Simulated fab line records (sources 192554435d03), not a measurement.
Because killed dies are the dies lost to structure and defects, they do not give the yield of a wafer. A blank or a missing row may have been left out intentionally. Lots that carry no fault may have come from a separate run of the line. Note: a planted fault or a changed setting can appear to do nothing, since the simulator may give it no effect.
fab line records -- flow n5Finfet -- part 2 of 2: steps 5 to 6 of 6
record lots=19, wafers=57, lastDay=17
route steps=1938 shown SD_EPI_N@278 SD_EPI_P@312 SDB@363 HKMG_FIN@387
lots untouched by any fault: they come from a run of this same line in which no faults occurred
startH: hours from the record's opening day to when the first of the lot's shown wafers began -- waitH: hours from the lot's prior step to this one -- " unchanged from the row above -- L1.1+2: several wafers, shown together as one row -- - either no value or no given start -- * or withheld: withheld -- < > ~ a bound
route shown NAME@n: names a module that has steps shown in the file, with the first one's number in the route -- usual: mean/standard deviation of fault-free wafers -- same: alike in all rows -- chamber/n: place in a boat -- sites: readings site by site -- _std_site: the values' standard deviation -- _edge_site: the outer-site mean with the inner-site mean subtracted -- radiusMm: for every site, how far away it sits from the centre of the wafer -- mask NAME#n: copy n -- behind: the last tool/chamber to shape the wafer -- hold: reason for holding the lot/hours on hold/outcome of the hold -- device: whichever transistor did not switch (one of n, p or np) -- end of line: tests run on the same wafers once the route is complete -- where a step has no rows: the recipe by itself -- killed: count of dies lost to structure and defects at first sort (not the wafer's yield) -- map: a wafer's dies, marking killed ones x, the rest . and places with no die _
set.NAME: the run value of the setting; set.NAME@STEP: its run value at that earlier step -- model.NAME: the simulator's own value behind a step, which no gauge read
a sample of lots followed through the steps of the route, with each step as a table and each wafer as a row
services: from which hour (startH, from the record's first day; less than 0 if before it) a tool's chamber was out of use, for how many hours, and why
## steps
# step N5_HKMG_FIN_HK_ANNEAL_02
# recipe tempC=700, timeS=30, ambient=N2, idleTempC=600, rampUpCPerS=150, rampDownCPerS=60, coolToC=600
# usual lampPowerPct=8.80/0.062, lamp_zone_7_pct=9.194/0.011, wafer_temp_C_max=702.9/0.72
lot.wafer,tool,chamber,startH,waitH,lampPowerPct,lamp_zone_7_pct,wafer_temp_C_max
L075.3,rtpAnneal-02,0,82.58,0.2,8.69,9.205,702.0
L075.4,rtpAnneal-02,0,82.58,0.2,8.80,9.191,703.5
L075.6,rtpAnneal-02,0,82.58,0.2,8.81,9.186,703.1
L076.1,rtpAnneal-01,0,83.34,0.1,8.91,9.217,702.7
L076.2,rtpAnneal-01,0,83.34,0.1,8.82,9.213,701.8
L076.4,rtpAnneal-01,0,83.34,0.1,8.83,9.184,701.9
L077.1,rtpAnneal-01,0,93.13,0.3,8.78,9.187,702.7
L077.2,rtpAnneal-01,0,93.13,0.3,8.67,9.187,702.7
L077.5,rtpAnneal-01,0,93.13,0.3,8.76,9.205,703.3
L078.2,rtpAnneal-01,0,94.95,0.1,8.78,9.188,702.2
L078.3,rtpAnneal-01,0,94.95,0.1,8.81,9.209,702.9
L078.5,rtpAnneal-01,0,94.95,0.1,8.80,9.179,703.3
L079.1,rtpAnneal-02,0,100.06,0.2,8.70,9.193,702.6
L079.2,rtpAnneal-02,0,100.06,0.2,8.93,9.198,703.0
L079.6,rtpAnneal-02,0,100.06,0.2,8.85,9.197,702.2
L080.1,rtpAnneal-01,0,111.47,0.2,8.85,9.207,702.8
L080.2,rtpAnneal-01,0,111.47,0.2,8.86,9.211,703.1
L080.4,rtpAnneal-01,0,111.47,0.2,8.80,9.192,701.8
L081.2,rtpAnneal-01,0,112.31,0.2,8.78,9.207,703.2
L081.3,rtpAnneal-01,0,112.31,0.2,8.82,9.207,703.5
L081.6,rtpAnneal-01,0,112.31,0.2,8.90,9.196,703.4
L082.1,rtpAnneal-02,0,121.70,0.1,8.79,9.206,703.1
L082.2,rtpAnneal-02,0,121.70,0.1,8.79,9.173,702.5
L082.6,rtpAnneal-02,0,121.70,0.1,8.75,9.200,702.9
L083.1,rtpAnneal-02,0,123.96,0.1,8.80,9.198,703.9
L083.2,rtpAnneal-02,0,123.96,0.1,8.85,9.186,702.8
L083.5,rtpAnneal-02,0,123.96,0.1,8.67,9.192,702.8
L085.1,rtpAnneal-01,0,140.10,0.1,8.91,9.204,703.0
L085.3,rtpAnneal-01,0,140.10,0.1,8.91,9.194,702.0
L085.5,rtpAnneal-01,0,140.10,0.1,8.77,9.194,705.4
L086.1,rtpAnneal-01,0,146.26,0.1,8.76,9.178,702.9
L086.4,rtpAnneal-01,0,146.26,0.1,8.75,9.173,704.3
L086.5,rtpAnneal-01,0,146.26,0.1,8.85,9.213,701.7
L087.1,rtpAnneal-02,0,151.47,0.6,8.78,9.192,702.3
L087.4,rtpAnneal-02,0,151.47,0.6,8.83,9.198,702.1
L087.5,rtpAnneal-02,0,151.47,0.6,8.80,9.190,703.2
L089.3,rtpAnneal-02,0,162.75,0.2,8.78,9.198,703.0
L089.4,rtpAnneal-02,0,162.75,0.2,8.85,9.211,702.8
L089.6,rtpAnneal-02,0,162.75,0.2,8.85,9.194,702.3
L090.4,rtpAnneal-01,0,166.11,0.2,8.83,9.192,702.7
L090.5,rtpAnneal-01,0,166.11,0.2,8.79,9.191,702.4
L090.6,rtpAnneal-01,0,166.11,0.2,8.87,9.186,702.3
L091.2,rtpAnneal-01,0,171.88,0.2,8.86,9.194,702.7
L091.3,rtpAnneal-01,0,171.88,0.2,8.77,9.190,702.1
L091.5,rtpAnneal-01,0,171.88,0.2,8.84,9.183,702.9
L092.2,rtpAnneal-02,0,178.26,0.2,8.83,9.167,703.1
L092.4,rtpAnneal-02,0,178.26,0.2,8.77,9.185,702.0
L092.5,rtpAnneal-02,0,178.26,0.2,8.85,9.194,703.4
L093.1,rtpAnneal-01,0,186.29,0.1,8.68,9.182,702.6
L093.5,rtpAnneal-01,0,186.29,0.1,8.89,9.184,702.2
L093.6,rtpAnneal-01,0,186.29,0.1,8.74,9.191,703.2
L096.2,rtpAnneal-01,0,203.63,0.1,8.65,9.179,702.2
L096.4,rtpAnneal-01,0,203.63,0.1,8.77,9.187,703.5
L096.6,rtpAnneal-01,0,203.63,0.1,8.73,9.181,703.3
L097.2,rtpAnneal-02,0,209.42,0.1,8.84,9.206,702.4
L097.3,rtpAnneal-02,0,209.42,0.1,8.86,9.205,703.4
L097.4,rtpAnneal-02,0,209.42,0.1,8.82,9.208,703.1
# step N5_HKMG_FIN_ETCH_54
# recipe chemistry=CF4, target=SiARC, targetDepthA=455, maskMaterial=CAR-ArF, timeS=75.8, ionEnergyEv=80, pressureMtorr=40, sourceW=545, biasW=36, Ar_flow_sccm=100, cf4FlowSccm=100, ends=cleared
# usual drypumpMotorCurrentA=5.7/0.45, etchRfOnTimeS=74.6/2.6, oesProductAu=0.69/0.079, rfVppV=184.4/1.3, showerheadPlenumPTorr=2.18/0.093, throttleValvePct=15.64/0.26
lot.wafer,tool,chamber,startH,waitH,drypumpMotorCurrentA,etchRfOnTimeS,oesProductAu,rfHoursCounterH,rfVppV,showerheadPlenumPTorr,throttleValvePct
L075.3,rieDiel-03,3,83.28,0.0,5.6,77.9,0.61,168,186.8,2.24,16.09
L075.4,rieDiel-03,0,83.28,0.0,6.3,77.7,0.64,144,185.3,2.23,15.83
L075.6,rieDiel-03,2,83.28,0.0,6.0,73.3,0.70,-,184.6,2.07,15.51
L076.1,rieDiel-03,1,84.10,0.0,5.2,70.5,0.83,17,186.9,2.30,15.36
L076.2,rieDiel-03,3,84.10,0.0,5.6,77.0,0.60,169,183.3,2.24,16.10
L076.4,rieDiel-03,2,84.10,0.0,6.0,73.5,0.70,111,184.4,2.07,15.53
L077.1,rieDiel-04,1,93.99,0.0,5.8,75.1,0.84,3,182.8,2.09,15.31
L077.2,rieDiel-04,3,93.99,0.0,5.0,73.2,0.63,174,184.1,2.06,15.71
L077.5,rieDiel-04,0,93.99,0.0,5.6,75.7,0.80,-,185.3,2.29,15.59
L078.2,rieDiel-04,3,95.68,0.0,5.0,72.2,0.63,174,184.0,2.06,15.71
L078.3,rieDiel-04,1,95.68,0.0,5.8,75.4,0.84,3,184.1,2.09,15.32
L078.5,rieDiel-04,2,95.68,0.0,5.1,70.5,0.76,-,184.1,2.28,15.36
L079.1,rieDiel-01,3,100.83,0.0,5.7,75.8,0.65,158,186.7,2.22,15.58
L079.2,rieDiel-01,2,100.83,0.0,5.0,77.0,0.60,238,182.8,2.04,16.09
L079.6,rieDiel-01,3,100.83,0.0,5.7,75.9,0.65,-,186.9,2.22,15.58
L080.1,rieDiel-03,2,112.41,0.0,6.0,72.4,0.69,121,184.2,2.06,15.54
L080.2,rieDiel-03,0,112.41,0.0,6.3,77.7,0.63,155,184.1,2.22,15.86
L080.4,rieDiel-03,1,112.41,0.0,5.2,70.7,0.81,27,184.8,2.29,15.40
L081.2,rieDiel-01,1,113.03,0.0,5.8,76.9,0.62,174,183.1,2.05,15.56
L081.3,rieDiel-01,3,113.03,0.0,5.7,76.6,0.64,162,184.6,2.22,15.60
L081.6,rieDiel-01,1,113.03,0.0,5.8,76.7,0.62,-,181.9,2.05,15.56
L082.1,rieDiel-04,1,122.59,0.0,5.8,76.4,0.80,13,183.6,2.09,15.35
L082.2,rieDiel-04,3,122.59,0.0,5.0,73.0,0.63,185,181.3,2.06,15.73
L082.6,rieDiel-04,1,122.59,0.0,5.9,75.6,0.80,-,183.6,2.09,15.35
L083.1,rieDiel-03,0,124.86,0.0,6.3,76.5,0.63,159,185.4,2.22,15.85
L083.2,rieDiel-03,3,124.86,0.0,5.6,76.2,0.60,183,184.9,2.24,16.14
L083.5,rieDiel-03,1,124.86,0.0,5.1,71.3,0.78,-,186.1,2.29,15.38
L085.1,rieDiel-04,1,141.39,0.0,5.9,76.5,0.78,20,184.3,2.09,15.37
L085.3,rieDiel-04,3,141.39,0.0,5.0,73.2,0.62,190,183.2,2.06,15.74
L085.5,rieDiel-04,0,141.39,0.0,5.5,76.1,0.76,-,186.5,2.29,15.63
L086.1,rieDiel-03,0,147.02,0.0,6.3,78.0,0.62,169,185.2,2.22,15.88
L086.4,rieDiel-03,2,147.02,0.0,6.0,73.1,0.68,134,183.5,2.06,15.55
L086.5,rieDiel-03,0,147.02,0.0,6.3,78.4,0.62,-,185.5,2.22,15.86
L087.1,rieDiel-01,3,152.39,0.0,5.7,76.8,0.63,178,184.8,2.22,15.62
L087.4,rieDiel-01,1,152.39,0.0,5.7,75.5,0.62,187,182.5,2.05,15.58
L087.5,rieDiel-01,0,152.39,0.0,6.5,74.4,0.71,-,183.6,2.19,15.38
L089.3,rieDiel-01,3,163.93,0.0,5.7,76.0,0.62,182,184.5,2.21,15.63
L089.4,rieDiel-01,0,163.93,0.0,6.5,74.9,0.71,63,184.7,2.18,15.39
L089.6,rieDiel-01,3,163.93,0.0,5.7,76.5,0.62,-,185.1,2.21,15.63
L090.4,rieDiel-04,0,167.45,0.0,5.6,75.8,0.74,36,186.1,2.29,15.64
L090.5,rieDiel-04,3,167.45,0.0,5.0,71.9,0.62,-,182.4,2.05,15.74
L090.6,rieDiel-04,2,167.45,0.0,5.1,69.8,0.74,-,184.8,2.27,15.41
L091.2,rieDiel-04,0,172.76,0.0,5.6,76.7,0.73,39,184.5,2.28,15.63
L091.3,rieDiel-04,1,172.76,0.0,5.8,76.3,0.76,32,182.6,2.08,15.38
L091.5,rieDiel-04,0,172.76,0.0,5.5,77.2,0.73,-,184.5,2.28,15.65
L092.2,rieDiel-03,2,179.14,0.0,6.0,73.5,0.67,146,181.4,2.06,15.57
L092.4,rieDiel-03,3,179.14,0.0,5.6,76.9,0.59,203,185.0,2.23,16.17
L092.5,rieDiel-03,1,179.14,0.0,5.2,70.8,0.78,-,187.2,2.28,15.44
L093.1,rieDiel-03,3,187.17,0.0,5.6,78.1,0.58,206,185.9,2.23,16.18
L093.5,rieDiel-03,0,187.17,0.0,6.3,78.5,0.61,-,185.4,2.21,15.91
L093.6,rieDiel-03,3,187.17,0.0,5.6,78.1,0.58,-,184.6,2.23,16.17
L096.2,rieDiel-03,0,205.32,0.0,6.3,77.8,0.60,195,184.4,2.21,15.93
L096.4,rieDiel-03,3,205.32,0.0,5.6,78.2,0.57,214,185.9,2.22,16.20
L096.6,rieDiel-03,3,205.32,0.0,5.6,77.7,0.58,-,184.9,2.23,16.20
L097.2,rieDiel-03,1,210.86,0.0,5.2,70.2,0.76,67,185.6,2.28,15.46
L097.3,rieDiel-03,3,210.86,0.0,5.6,77.1,0.57,217,184.1,2.22,16.18
L097.4,rieDiel-03,2,210.86,0.0,6.0,71.6,0.66,165,182.2,2.05,15.63
## services
tool,chamber,startH,hours,kind
rieDiel-02,1,40.12,7.8,repair
rieDiel-02,-,44.13,2.8,pm
rieDiel-04,0,48.31,-,clean
rieDiel-04,0,48.31,-,consumableReplace:focusRing
rieDiel-04,0,48.31,-,consumableReplace:showerhead
rieDiel-04,0,48.31,23.4,scheduledDown
rieDiel-04,0,48.31,23.4,ventCycle
rtpAnneal-02,-,53.43,4.3,pm
rieDiel-03,3,53.73,7.9,repair
rieDiel-04,1,71.81,-,clean
rieDiel-05,0,73.14,6.9,repair
rieDiel-02,2,79.85,2.1,repair
rieDiel-01,1,119.12,7.1,repair
rieDiel-01,2,133.21,-,clean
rieDiel-01,2,133.21,-,consumableReplace:focusRing
rieDiel-01,2,133.21,-,consumableReplace:showerhead
rieDiel-01,2,133.21,16.2,scheduledDown
rieDiel-01,2,133.21,16.2,ventCycle
rieDiel-02,3,135.96,8.7,repair
rieDiel-03,0,159.33,1.3,repair
rieDiel-04,-,180.48,69.8,repair
rieDiel-03,1,185.26,8.8,repair
rieDiel-03,3,194.43,6.1,repair
rieDiel-05,2,208.68,3.8,repair
